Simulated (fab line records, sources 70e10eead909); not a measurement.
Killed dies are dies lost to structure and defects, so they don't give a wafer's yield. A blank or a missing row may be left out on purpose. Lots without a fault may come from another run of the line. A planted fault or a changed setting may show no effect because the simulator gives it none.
A struck lot beside a sound one | flow nand_harc | 24 steps out of a route of 1302
Sound: wafers L171.3, L171.5, L171.6. Struck: wafers L183.3, L183.4, L183.5. The cause comes at the end.
At each step with rows: each side's tool, then ch and its chambers, then its first start. Under that, the readings that differ: sound wafers | struck wafers | difference of the means | sigmas: that difference in standard deviations of wafers without a fault.
alike: readings whose means differ by less than 2 such deviations, and words and numbers that are the same on both sides. not compared: withheld readings, readings that some wafer has no value for, bounds like >300 that may hide the same value, and numbers for which the record gives no deviation and whose values overlap.
The two part at a step that has a row with sigmas, a row that says differs or no value, or rows on one side only. Numbers that don't overlap but have no deviation are shown without sigmas and don't part them. A reading that every wafer of one side lacks parts them only if that side has two wafers or more.

NHARC_P_CONTACT_DEP_00: deposits SiO2, target thk 500 nm.
  sound on pecvd-01 ch 0,1; struck on pecvd-01 ch 0,1
  alike: heater_power_w, showerhead_vpp_V, susceptor_temp_C, throttle_valve_pct
NHARC_P_CONTACT_CMP_01: polishes SiO2, target thk 200 nm.
  sound on cmp-01 ch 0,1, day 6 00:23; struck on cmp-01 ch 0,1,3, day 10 19:52
  alike: motor_current_A
then, 9 steps without rows for these wafers: NHARC_P_CONTACT_SRD_03; NHARC_P_CONTACT_DEHYDRATE_04 (time 120 s); NHARC_P_CONTACT_HMDS_05 (time 30 s); NHARC_P_CONTACT_COAT_33 (time 75 s); NHARC_P_CONTACT_COAT_34 (time 65 s); NHARC_P_CONTACT_COAT_06 (resist thk 90 nm); NHARC_P_CONTACT_SOFTBAKE_07 (time 55 s); NHARC_P_CONTACT_EBR_08; NHARC_P_CONTACT_EXPOSE_09 (exposes mask P CA, target cd 90 nm).
NHARC_P_CONTACT_PEB_10: peb time 65 s.
  sound on litho_track-01 ch 0, day 6 01:07; struck on litho_track-01 ch 0, day 10 20:37
then, 1 step without rows for these wafers: NHARC_P_CONTACT_DEVELOP_11 (develop time 35 s).
NHARC_P_CONTACT_CD_MEAS_12: target cd 90 nm.
  sound on cd_sem-03 ch 0, day 6 01:12; struck on cd_sem-03 ch 0, day 10 20:41
  reading    | sound          | struck         | difference | sigmas
  cd_nm (nm) | 89.9 90.0 89.3 | 98.4 99.1 97.9 | +8.7       | +15
NHARC_P_CONTACT_OVL_MEAS_13:
  sound on overlay-02, day 6 01:17; struck on overlay-02, day 10 20:47
  reading           | sound       | struck         | difference | sigmas
  overlay_y_nm (nm) | 1.4 2.0 1.8 | -0.6 -0.7 -0.5 | -2.3       | -3
  alike: overlay_x_nm
NHARC_P_CONTACT_INSPECT_14:
  sound on defect_inspect-02, day 6 01:19; struck on defect_inspect-02, day 10 20:49
  reading          | sound | struck | difference | sigmas
  raw_defect_count | 5 5 8 | 3 2 1  | -4         | -2
NHARC_P_CONTACT_DESCUM_17: chemistry O2, time 3 s.
  sound on rie_diel-09 ch 0,1,2, day 6 01:24; struck on rie_diel-02 ch 0,2,3, day 10 20:52
  reading                    | sound             | struck            | difference | sigmas
  model.P_CONTACT.cd_nm (nm) | 90.25 90.54 89.33 | 98.16 98.99 97.46 | +8.16      |
  alike: chamber_pressure_mTorr, drypump_motor_current_A, oes_product_au, rf_vpp_V, showerhead_plenum_p_Torr, throttle_valve_pct
  not compared: rf_hours_counter_h
NHARC_P_CONTACT_ETCH_35: etches the open film in CF4, target depth 39 nm, time 65 s.
  sound on rie_diel-09 ch 1,2, day 6 01:28; struck on rie_diel-02 ch 0,2, day 10 20:58
  reading                         | sound          | struck         | difference | sigmas
  showerhead_plenum_p_Torr (Torr) | 1.79 1.79 1.79 | 1.66 1.69 1.66 | -0.12      | -2
  alike: bias_w, chamber_pressure_mTorr, drypump_motor_current_A, oes_product_au, rf_vpp_V, throttle_valve_pct
  not compared: rf_hours_counter_h
NHARC_P_CONTACT_ETCH_36: etches the open film in N2/H2, target depth 260 nm, time 406.25 s.
  sound on rie_diel-09 ch 0,2,3; struck on rie_diel-02 ch 0,1,2
  alike: bias_w, chamber_pressure_mTorr, drypump_motor_current_A, oes_product_au, rf_vpp_V, showerhead_plenum_p_Torr, throttle_valve_pct
  not compared: rf_hours_counter_h
then, 2 steps without rows for these wafers: NHARC_P_CONTACT_ETCH_18 (etches the open film in C4F8/O2/Ar, target depth 481 nm, time 240.5 s); NHARC_P_CONTACT_STRIP_37 (strips in C4F8/O2/Ar).
NHARC_P_CONTACT_ETCH_31: etches the open film in CH3F/O2, target depth 30 nm, time 85.7 s.
  sound on rie_diel-09 ch 0,1; struck on rie_diel-02 ch 0,2,3
  reading                    | sound             | struck            | difference | sigmas
  model.P_CONTACT.cd_nm (nm) | 89.68 89.25 87.31 | 96.28 95.82 99.03 | +8.30      |
  alike: bias_w, chamber_pressure_mTorr, drypump_motor_current_A, oes_product_au, rf_vpp_V, showerhead_plenum_p_Torr, throttle_valve_pct
  not compared: rf_hours_counter_h
NHARC_P_CONTACT_CD_MEAS_19:
  sound on cd_sem-01, day 6 02:38; struck on cd_sem-03, day 10 21:45
  reading    | sound          | struck         | difference | sigmas
  cd_nm (nm) | 89.7 89.3 87.5 | 96.1 95.9 99.3 | +8.3       | +5
NHARC_P_CONTACT_STRIP_28: strips in O2.
  sound on rie_diel-05 ch 0,1,3, day 6 02:46; struck on rie_diel-02 ch 1,3, day 10 21:50
  alike: chamber_pressure_mTorr, drypump_motor_current_A, oes_product_au, rf_vpp_V, showerhead_plenum_p_Torr, throttle_valve_pct
  not compared: rf_hours_counter_h

WHERE THEY PART
First at NHARC_P_CONTACT_CD_MEAS_12; last, within this record, at NHARC_P_CONTACT_CD_MEAS_19. Later steps at which nothing parts them and some readings are alike: NHARC_P_CONTACT_STRIP_28.

WHY: what the simulator had put in
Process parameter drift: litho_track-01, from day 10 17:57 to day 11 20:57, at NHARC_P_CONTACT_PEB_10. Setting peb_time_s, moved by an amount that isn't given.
